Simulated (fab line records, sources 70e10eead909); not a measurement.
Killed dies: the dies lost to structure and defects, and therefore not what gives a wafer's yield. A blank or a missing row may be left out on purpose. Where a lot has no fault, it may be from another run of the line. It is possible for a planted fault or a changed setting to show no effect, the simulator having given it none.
Chamber matching ; flow nand_harc ; rie_diel-13 running NHARC_A_SGD_CUT_DESCUM_14: 4 sister chambers
The step chemistry O2, time 3 s. 4 wafers are shown with their chamber, then 8 later ones without.

== EACH WAFER AND ITS CHAMBER ==
wafer;chamber;showerhead_plenum_p_Torr (Torr)
L082.5;1;1.80
L085.3;2;1.92
L085.5;0;1.79
L086.2;3;1.97

== WAFERS MISSING THEIR CHAMBER ==
wafer;showerhead_plenum_p_Torr (Torr)
L086.5;1.79
L086.6;1.97
L091.1;1.79
L091.3;1.80
L091.5;1.97
L096.1;1.96
L096.2;1.79
L096.3;1.92

== WHICH CHAMBER EACH WENT THROUGH ==
wafer;from the rows above;in truth
L086.5;0;0
L086.6;3;3
L091.1;0;0
L091.3;1;1
L091.5;3;3
L096.1;3;3
L096.2;0;0
L096.3;2;2
Placed correctly: 8 of 8. Can't be placed from these rows: 0. Wrongly placed: 0.
How it was worked out, from the rows above alone: a wafer's distance from a chamber is the root of the sum, over the readings, of the square of ((its reading less the chamber's mean) divided by the reading's scatter). The wafer belongs to the nearest chamber; if the next one is less than 2 further off, it can't be placed. Each chamber's mean is taken over the wafers shown for it. The scatter (one wafer shown for each chamber): square how far every hidden wafer sits from the nearest shown wafer, average those squares and take the square root.
